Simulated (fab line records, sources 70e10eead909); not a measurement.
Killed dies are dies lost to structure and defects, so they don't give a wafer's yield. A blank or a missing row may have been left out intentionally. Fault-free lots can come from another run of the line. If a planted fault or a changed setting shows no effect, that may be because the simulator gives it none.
What tool caused it? | flow nand_harc | 13 lots with 39 wafers sampled at 4 steps, on a route of 1302 steps

WHAT THE GAUGES SHOWED, per wafer
Not one reading of a measure or inspect step in the record can be checked against a usual standard deviation.

WHAT TOOL EACH LOT RAN ON (gives the tool, then ch and the chambers of the sampled wafers, and finally the start)
lot  | NHARC_A_STAIRCASE_HM_DEP_462  | NHARC_A_STAIRCASE_ETCH_453                    | NHARC_A_STAIRCASE_ALD_420        | NHARC_A_STAIRCASE_DEP_322
L234 | acl_dep-01 ch 0, day 17 00:20 | rie_diel-12 ch 0,1,2, day 17 11:06 or earlier | ald_hk-01 ch 0,2,3, day 17 11:06 | pecvd-04 ch 0,1,2, day 18 01:57
L236 | acl_dep-01 ch 0, day 18 00:20 | rie_diel-03 ch 0,2,3, day 18 14:15 or earlier | ald_hk-01 ch 0,2,3, day 18 14:15 | pecvd-01 ch 0,1,2, day 19 06:38
L237 | acl_dep-03 ch 0, day 18 08:43 | rie_diel-05 ch 2,3, day 18 19:34 or earlier   | ald_hk-04 ch 0,1,2, day 18 19:34 | pecvd-01 ch 0,1,2, day 19 11:02
L238 | acl_dep-01 ch 0, day 18 17:46 | rie_diel-03 ch 0,2,3, day 19 04:47 or earlier | ald_hk-01 ch 0,1, day 19 04:47   | pecvd-01 ch 1,2, day 19 20:07
L239 | acl_dep-01 ch 0, day 19 11:08 | rie_diel-03 ch 0,2,3, day 20 01:01 or earlier | ald_hk-01 ch 1,2,3, day 20 01:01 | pecvd-01 ch 0,1, day 20 16:09
L240 | acl_dep-02 ch 0, day 19 15:46 | rie_diel-05 ch 0,2, day 20 00:51 or earlier   | ald_hk-04 ch 0,1,3, day 20 00:51 | pecvd-04 ch 1,2, day 20 16:04
L242 | acl_dep-01 ch 0, day 20 03:05 | rie_diel-05 ch 0,2,3, day 20 14:13 or earlier | ald_hk-02 ch 0,1, day 20 14:13   | pecvd-04 ch 0,1, day 21 11:15
L243 | acl_dep-01 ch 0, day 21 09:11 | rie_diel-12 ch 0,3, day 21 18:49 or earlier   | ald_hk-01 ch 0,1, day 21 18:49   | pecvd-02 ch 0,1,2, day 22 11:15
L244 | acl_dep-01 ch 0, day 21 19:02 | rie_diel-03 ch 0,1,3, day 22 04:43 or earlier | ald_hk-04 ch 1,3, day 22 04:43   | pecvd-04 ch 1,2, day 22 20:41
L247 | acl_dep-01 ch 0, day 23 02:19 | rie_diel-12 ch 0,1,3, day 23 16:12 or earlier | ald_hk-01 ch 1,2,3, day 23 16:12 | pecvd-01 ch 0,1,2, day 24 07:14
L253 | acl_dep-01 ch 0, day 24 23:23 | rie_diel-03 ch 0,1, day 25 09:01 or earlier   | ald_hk-02 ch 0,1, day 25 09:01   | pecvd-01 ch 0,2, day 26 04:53
L255 | acl_dep-01 ch 0, day 25 18:24 | rie_diel-03 ch 1,2,3, day 26 04:09 or earlier | ald_hk-02 ch 0,1,2, day 26 04:09 | pecvd-04 ch 0,1,2, day 26 20:02
L254 | acl_dep-02 ch 0, day 25 18:27 | rie_diel-05 ch 0,2, day 26 04:10 or earlier   | ald_hk-01 ch 1,2, day 26 04:10   | pecvd-01 ch 0,1,2, day 26 20:07
- NHARC_A_STAIRCASE_HM_DEP_462: deposits aC, target thk 800 nm.
- NHARC_A_STAIRCASE_ETCH_453: etches the open film in CF4/O2, target depth 30 nm, overetch 3 nm, time 16.5 s.
- NHARC_A_STAIRCASE_ALD_420: deposits SiO2, target thk 20 nm, pulse time 6 s, ald cycles 200.
- NHARC_A_STAIRCASE_DEP_322: deposits SiO2, target thk 7200 nm.

AS READ BY THE TOOLS THEMSELVES (means over the sampled wafers that have a number; for cases with no such wafer, the mark the record gives instead)
NHARC_A_STAIRCASE_HM_DEP_462.
lot  | tool       | throttle_valve_pct (%)
L234 | acl_dep-01 | 35.002
L236 | acl_dep-01 | 34.999
L237 | acl_dep-03 | 34.993
L238 | acl_dep-01 | 34.996
L239 | acl_dep-01 | 34.995
L240 | acl_dep-02 | 35.004
L242 | acl_dep-01 | 34.994
L243 | acl_dep-01 | 34.997
L244 | acl_dep-01 | 35.005
L247 | acl_dep-01 | 34.997
L253 | acl_dep-01 | 35.003
L255 | acl_dep-01 | 35.001
L254 | acl_dep-02 | 34.998

NHARC_A_STAIRCASE_ETCH_453.
lot  | tool        | drypump_motor_current_A (A) | oes_product_au (a.u.) | rf_vpp_V (V) | showerhead_plenum_p_Torr (Torr) | throttle_valve_pct (%)
L234 | rie_diel-12 | 6.0                         | 1.007                 | 197.3        | 1.33                            | 13.390
L236 | rie_diel-03 | 5.8                         | 1.007                 | 198.0        | 1.32                            | 13.397
L237 | rie_diel-05 | 5.6                         | 0.995                 | 197.8        | 1.36                            | 13.395
L238 | rie_diel-03 | 5.8                         | 0.993                 | 197.3        | 1.32                            | 13.388
L239 | rie_diel-03 | 5.8                         | 1.004                 | 197.4        | 1.31                            | 13.399
L240 | rie_diel-05 | 5.5                         | 0.999                 | 197.3        | 1.33                            | 13.406
L242 | rie_diel-05 | 5.6                         | 1.002                 | 198.1        | 1.34                            | 13.404
L243 | rie_diel-12 | 6.2                         | 1.009                 | 196.2        | 1.27                            | 13.405
L244 | rie_diel-03 | 6.0                         | 1.012                 | 198.1        | 1.39                            | 13.388
L247 | rie_diel-12 | 6.2                         | 1.002                 | 196.6        | 1.29                            | 13.395
L253 | rie_diel-03 | 6.2                         | 1.009                 | 198.3        | 1.36                            | 13.392
L255 | rie_diel-03 | 5.5                         | 1.012                 | 198.3        | 1.37                            | 13.403
L254 | rie_diel-05 | 5.5                         | 1.001                 | 197.4        | 1.32                            | 13.393

NHARC_A_STAIRCASE_ALD_420.
lot  | tool      | heater_power_w (W) | precursor_pulse_height_rel
L234 | ald_hk-01 | 441                | 1.000
L236 | ald_hk-01 | 440                | 0.995
L237 | ald_hk-04 | 453                | 0.996
L238 | ald_hk-01 | 482                | 1.001
L239 | ald_hk-01 | 459                | 1.012
L240 | ald_hk-04 | 454                | 1.002
L242 | ald_hk-02 | 438                | 0.990
L243 | ald_hk-01 | 453                | 1.002
L244 | ald_hk-04 | 454                | 0.988
L247 | ald_hk-01 | 458                | 0.996
L253 | ald_hk-02 | 432                | 1.014
L255 | ald_hk-02 | 449                | 0.995
L254 | ald_hk-01 | 465                | 1.002

NHARC_A_STAIRCASE_DEP_322.
lot  | tool     | heater_power_w (W) | mfc_precursor_sccm (sccm)
L234 | pecvd-04 | 691                | 199.7
L236 | pecvd-01 | 597                | 199.4
L237 | pecvd-01 | 644                | 199.9
L238 | pecvd-01 | 663                | 199.6
L239 | pecvd-01 | 569                | 199.2
L240 | pecvd-04 | 713                | 199.8
L242 | pecvd-04 | 663                | 200.1
L243 | pecvd-02 | 607                | 200.4
L244 | pecvd-04 | 645                | 200.7
L247 | pecvd-01 | 581                | 200.0
L253 | pecvd-01 | 643                | 220.5
L255 | pecvd-04 | 713                | 199.6
L254 | pecvd-01 | 599                | 210.7

THE ANSWER, worked out from the rows above alone
Rule: the usual values come from the lots themselves. The widest of any qualifying gaps counts: lots, ordered by their means at a reading, are off when they make up no more than a third of the lots, leave a main group of 4 or more, and stand apart from it by 3 or more times the standard deviation of that group's means. If all means in a main group match to the digits the tables above print for the reading, that group is not used. A lot without any number at a reading at which 4 lots or more have one is off too. Where the step has rows for the other lots, those lots are counted as sound. After the gauges, taken in route order, come the tools' own readings; for these a lot's mean is taken, as printed above. The first step at which some lot is off is used, and at that step the reading that is off furthest; a lot without a number counts as furthest.
Off: L253, L254 (NHARC_A_STAIRCASE_DEP_322, mfc_precursor_sccm). The main group: mean 199.9 sccm, standard deviation 0.41.
A tool fits if, at that step or a process step before it, it ran every lot that is off, and no sound lot after the first of them. NHARC_A_STAIRCASE_ETCH_453: start missing for some lots; hours and lot order therefore follow NHARC_A_STAIRCASE_ALD_420. One fits: pecvd-01 at NHARC_A_STAIRCASE_DEP_322. A fault onset in the window from L247 (day 24 07:14, its last sound lot) to L253 (day 26 04:53, its first lot off) fits.
On the lots that are off, the tool's own readings at NHARC_A_STAIRCASE_DEP_322 differ by more than 5 times the standard deviation of the sound lots' means, which bears it out; mfc_precursor_sccm reads 215.6 sccm there versus 199.9 sccm on the sound lots.

WHAT THE SIMULATOR PUT IN
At NHARC_A_STAIRCASE_DEP_322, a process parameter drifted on pecvd-01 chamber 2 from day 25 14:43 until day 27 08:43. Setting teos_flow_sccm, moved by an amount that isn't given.
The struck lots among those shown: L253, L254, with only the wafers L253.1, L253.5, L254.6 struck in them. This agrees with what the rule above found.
